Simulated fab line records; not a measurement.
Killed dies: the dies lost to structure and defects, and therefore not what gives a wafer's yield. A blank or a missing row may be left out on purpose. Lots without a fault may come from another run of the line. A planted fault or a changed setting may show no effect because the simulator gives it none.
Split-lot study + flow n5-finfet + 21 wafers read across 7 lots, on a route 1938 steps long

ON THE SPLIT
At N5_MOL_CONTACT_COAG_ALD_133 (deposits SiO2, target thk 5 nm, pulse time 1 s, co reactant pulse time 1 s), the setting ald-cycles was moved away from the recipe's 35 on 10 of the 21 wafers read, by -11.4% to +8.6%. For the rest of the wafers, this setting stayed at what the recipe calls for.

The reading comes from the split's own step.

THE READING
SiO2_of_MOL_CONTACT_COAG_ALD_133.thk-nm (the simulator's own value, which no gauge read), in nm, at N5_MOL_CONTACT_COAG_ALD_133 (deposits SiO2, target thk 5 nm, pulse time 1 s, co reactant pulse time 1 s). The file gives no usual value for it.

| wafer  | tool, chamber at the split | ald-cycles as run | against the recipe | SiO2_of_MOL_CONTACT_COAG_ALD_133.thk-nm, nm | against lot-mates on the recipe |
|--------|----------------------------|-------------------|--------------------|---------------------------------------------|---------------------------------|
| L074.2 | ald-sin-02, 0              | 35                | recipe             | 5                                           | -                               |
| L074.4 | ald-sin-02, 3              | 37                | +5.7%              | 5.2                                         | +0.2                            |
| L074.6 | ald-sin-02, 3              | 37                | +5.7%              | 5.2                                         | +0.2                            |
| L078.1 | ald-sin-02, 2,3            | 31                | -11.4%             | 4.4                                         | -0.6                            |
| L078.2 | ald-sin-02, 2,3            | 31                | -11.4%             | 4.4                                         | -0.6                            |
| L078.3 | ald-sin-02, 1              | 35                | recipe             | 5                                           | -                               |
| L080.2 | ald-sin-01, 3,0            | 35                | recipe             | 5                                           | -                               |
| L080.3 | ald-sin-01, 3,0            | 35                | recipe             | 5                                           | -                               |
| L080.6 | ald-sin-01, 1              | 38                | +8.6%              | 5.4                                         | +0.4                            |
| L089.1 | ald-sin-04, 1,0            | 32                | -8.6%              | 4.6                                         | -0.4                            |
| L089.4 | ald-sin-04, 1,0            | 32                | -8.6%              | 4.6                                         | -0.4                            |
| L089.6 | ald-sin-04, 1              | 35                | recipe             | 5                                           | -                               |
| L093.3 | ald-sin-01, 0,3            | 37                | +5.7%              | 5.2                                         | +0.2                            |
| L093.6 | ald-sin-01, 0,3            | 37                | +5.7%              | 5.2                                         | +0.2                            |
| L093.4 | ald-sin-01, 0              | 35                | recipe             | 5                                           | -                               |
| L094.1 | ald-sin-02, 3              | 31                | -11.4%             | 4.4                                         | -0.6                            |
| L094.3 | ald-sin-02, 2,3            | 35                | recipe             | 5                                           | -                               |
| L094.4 | ald-sin-02, 2,3            | 35                | recipe             | 5                                           | -                               |
| L095.1 | ald-sin-02, 3,1,3          | 35                | recipe             | 5                                           | -                               |
| L095.4 | ald-sin-02, 3,1,3          | 35                | recipe             | 5                                           | -                               |
| L095.5 | ald-sin-02, 3,1,3          | 35                | recipe             | 5                                           | -                               |
When a row names more than one chamber, that row covers several wafers, and the file does not tell which wafer ran in which chamber.

THE FIT
A straight line over all 21 wafers: SiO2_of_MOL_CONTACT_COAG_ALD_133.thk-nm changes by +0.0471 nm for each +1% of ald-cycles; r = +0.99; the points scatter about the line by 0.033 nm.
The same after taking each lot's own level away (the mean of its wafers on the recipe; 21 wafers): +0.0471 nm for each +1%; r = +0.99; scatter 0.033 nm.
On that fit, the largest move of ald-cycles shifts the reading by 0.54 nm.
The lots' own levels span 5.00 to 5.00 nm.
Hence the lot-to-lot level has little effect on the slope; both slopes agree.
Check: for one of the wafers moved furthest among these (-11.4%), held out of the fit, the line's prediction against its lot-mates is -0.55 nm. Against them it came out at -0.6 nm.

ADDITIONAL SPLITS CARRIED BY THESE WAFERS
These wafers also went through other splits before the reading. Each is held against what the fit with the lots' levels taken away leaves over:
| other split on the same wafers        | wafers away from the commonest value | r with SiO2_of_MOL_CONTACT_COAG_ALD_133.thk-nm (lot level and that fit taken away) |
|---------------------------------------|--------------------------------------|------------------------------------------------------------------------------------|
| N5_MOL_CONTACT_COAG_EXPOSE_81 dose-mj | 5                                    | +0.17                                                                              |

FILE'S OWN FIT
SiO2_of_MOL_CONTACT_COAG_ALD_133.thk-nm changes by +0.0483 nm for each +1% of ald-cycles, r = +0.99.
